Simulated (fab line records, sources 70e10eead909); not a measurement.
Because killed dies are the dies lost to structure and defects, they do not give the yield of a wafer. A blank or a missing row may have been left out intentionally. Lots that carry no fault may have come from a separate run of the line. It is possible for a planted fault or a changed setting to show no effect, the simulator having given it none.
Matching of chambers :: flow nand harc :: 3 sister chambers for NHARC_A_STAIRCASE_DEP_151 on pecvd-03
The step deposits SiO2, target thk 7200 nm. 3 wafers are shown with their chamber, then 7 later ones without.

WAFERS PAIRED WITH THEIR CHAMBERS
wafer: L083.4
chamber: 2
heater power w (W): 692

wafer: L085.1
chamber: 1
heater power w (W): 668

wafer: L085.2
chamber: 0
heater power w (W): 675

WAFERS WHOSE CHAMBER IS MISSING
wafer: L085.3
heater power w (W): 620

wafer: L091.3
heater power w (W): 679

wafer: L091.4
heater power w (W): 721

wafer: L091.6
heater power w (W): 596

wafer: L094.1
heater power w (W): 684

wafer: L094.2
heater power w (W): 891

wafer: L094.4
heater power w (W): 731

CHAMBER TAKEN BY EACH
wafer: L085.3
from the rows above: can't be placed: 1 or 0 or 2
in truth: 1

wafer: L091.3
from the rows above: can't be placed: 0 or 1 or 2
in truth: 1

wafer: L091.4
from the rows above: can't be placed: 2 or 0 or 1
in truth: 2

wafer: L091.6
from the rows above: can't be placed: 1 or 0 or 2
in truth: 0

wafer: L094.1
from the rows above: can't be placed: 2 or 0 or 1
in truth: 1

wafer: L094.2
from the rows above: can't be placed: 2 or 0 or 1
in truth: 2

wafer: L094.4
from the rows above: can't be placed: 2 or 0 or 1
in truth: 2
Placed correctly: 0 of 7. From these rows, 7 cannot be placed; in 7 the true chamber is one of the candidates. Number placed wrongly: 0.
How it was worked out, from the rows above alone: a wafer's distance from a chamber is the root of the sum, over the readings, of the square of ((its reading less the chamber's mean) divided by the reading's scatter). If the next closest chamber is less than 2 further off than the closest, the wafer can't be placed; otherwise it belongs to the closest. Each chamber's mean is taken over the wafers shown for it. The scatter: root of mean squared gap, hidden wafer to nearest shown wafer, with one shown wafer a chamber.
